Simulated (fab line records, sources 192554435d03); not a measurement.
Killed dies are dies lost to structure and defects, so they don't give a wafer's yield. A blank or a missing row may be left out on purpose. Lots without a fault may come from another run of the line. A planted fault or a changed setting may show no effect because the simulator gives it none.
Which tool did it? | flow n5_finfet | 12 lots, 36 wafers sampled, at 2 steps of a route of 1938

WHAT THE GAUGES READ, wafer by wafer
N5_DUMMY_REMOVAL_INSPECT_06: inspects for defects (brightfield).
lot  | measured    | on                | raw_defect_count
L075 | day 4 04:08 | defect_inspect-02 | 21 20 9
L077 | day 4 18:53 | defect_inspect-01 | 9 11 16
L079 | day 5 08:47 | defect_inspect-02 | 10 9 6
L081 | day 5 18:04 | defect_inspect-01 | 7 7 6
L083 | day 6 06:35 | defect_inspect-01 | 11 9 7
L085 | day 6 18:27 | defect_inspect-02 | 10 12 16
L087 | day 7 06:44 | defect_inspect-02 | 4 7 16
L089 | day 7 18:23 | defect_inspect-01 | 6 16 10
L091 | day 8 03:12 | defect_inspect-02 | 15 19 5
L093 | day 8 16:44 | defect_inspect-01 | 8 13 15
L095 | day 9 03:38 | defect_inspect-02 | 14 20 13
L097 | day 9 18:47 | defect_inspect-02 | 7 5 12

WHICH TOOL RAN EACH LOT (tool, then ch and the chambers of the sampled wafers, then the start)
lot  | N5_DUMMY_REMOVAL_STRIP_10
L075 | rie_diel-05 ch 1,3, day 4 03:58
L077 | rie_diel-06 ch 0,1,2, day 4 18:43
L079 | rie_diel-02 ch 0,1,2, day 5 08:38
L081 | rie_diel-05 ch 0,2, day 5 17:55
L083 | rie_diel-05 ch 1,3, day 6 06:25
L085 | rie_diel-05 ch 0,1, day 6 18:17
L087 | rie_diel-05 ch 1,2, day 7 06:34
L089 | rie_diel-05 ch 0,1,3, day 7 18:13
L091 | rie_diel-05 ch 0,2,3, day 8 03:02
L093 | rie_diel-06 ch 0,1,3, day 8 16:34
L095 | rie_diel-05 ch 0,2,3, day 9 03:28
L097 | rie_diel-06 ch 2,3, day 9 18:37
- N5_DUMMY_REMOVAL_STRIP_10: strips in N2/H2, time 40 s.

THE ANSWER, worked out from the rows above alone
Rule: what is usual is taken from the lots themselves. Put in order of their means at a reading, lots are off if they are a third of the lots or fewer, leave a main group of 4 or more, and stand apart from it by a gap of 3 or more times the standard deviation of the main group's means; of several such gaps the widest counts. A main group whose means are all the same, to the digits that the tables above print for the reading, isn't used. A lot without any number at a reading at which 4 lots or more have one is off too. The other lots that the step has rows for count as sound.
No lot is off at any reading shown: from this, nothing can be told.

WHAT THE SIMULATOR HAD PUT IN
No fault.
